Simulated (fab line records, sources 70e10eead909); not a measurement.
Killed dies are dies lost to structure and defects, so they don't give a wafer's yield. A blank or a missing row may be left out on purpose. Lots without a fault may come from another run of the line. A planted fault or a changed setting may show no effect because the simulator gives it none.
Problem report in the 8D (eight disciplines) form, filled by code | flow nand_harc | the parts of the form that need people (team, actions taken, sign-off) are left out

1. THE PROBLEM
run_length_s at NHARC_A_WL_FILL_ETCHBACK_17 reads a mean of 41.2 s on 4 wafers of 3 lots; wafers without a fault read 47.9 s with a standard deviation of 0.41. That is -16 standard deviations from the usual mean.
The step: etches the open film in Cl2/BCl3, target depth 4 nm, time 26.7 s.
First seen on wafer L333.2, day 25 01:32, on rie_metal-02. The record holds 34 wafers of 12 lots with a number at this step. Rule for "out", or "out of limits": more than 4 standard deviations from the usual mean. The other wafers with a number count as sound.

2. WHAT IT IS AND WHAT IT IS NOT
question                    | is                             | is not
which readings at this step | run_length_s                   | drypump_motor_current_A, oes_product_au
which lots                  | L333, L336, L337               | L325, L328, L329, L334, L343, L344, L345, L346, L347
which wafers of those lots  | L333.1, L333.2, L336.1, L337.1 | L333.3, L336.5, L337.6
read on which tools         | rie_metal-02                   | rie_metal-01, rie_metal-03
when                        | from day 25 01:32              | up to then (13 sound wafers); but 17 sound wafers of L336, L337, L343, L344, L345, L346, L347 came after

3. SUSPECTS, AND WHAT RULES EACH OUT
Counting: a tool at a process step up to the reading stays a suspect if it ran every lot that is out. Sound lots after the first of them don't rule it out here, since some wafers of a struck lot are sound.
- rie_metal-02 at NHARC_A_WL_FILL_ETCHBACK_17 (etches the open film in Cl2/BCl3, target depth 4 nm, time 26.7 s): kept. It ran every lot that is out, first L333 (day 25 01:32); its last sound lot up to then is L334 (day 25 00:16). Its own readings are out on those wafers: run_length_s.
Left after counting: rie_metal-02 at NHARC_A_WL_FILL_ETCHBACK_17.

4. THE CAUSE (what the simulator had put in)
Process parameter drift: rie_metal-02, from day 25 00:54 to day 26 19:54, at NHARC_A_WL_FILL_ETCHBACK_17. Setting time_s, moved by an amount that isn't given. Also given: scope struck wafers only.
Counting left only this tool.

5. THE CHAIN OF EFFECTS, in route order
Each row: a reading whose mean over the struck wafers that have a number lies more than 3 standard deviations from the usual. Only readings for which the record gives a usual standard deviation are gone through. hours: the time from each lot's start at the first step in this table that gives one to its start at this step, as a median over the lots. sigmas: the change in usual standard deviations.
hours | step                        | reading      | usual  | on struck wafers | change | sigmas
0     | NHARC_A_WL_FILL_ETCHBACK_17 | run_length_s | 47.9 s | 41.2             | -6.7   | -16
The process steps in it:
- NHARC_A_WL_FILL_ETCHBACK_17: etches the open film in Cl2/BCl3, target depth 4 nm, time 26.7 s.
Later measuring or inspecting steps at which every struck wafer that the step has a row for has a number for every such reading, and none has moved that far: NHARC_END_SORT_01.

6. WHAT WOULD HAVE CAUGHT IT SOONER
In this record the first reading out of limits was taken at day 25 01:32, 1 hour after the fault began at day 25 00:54.
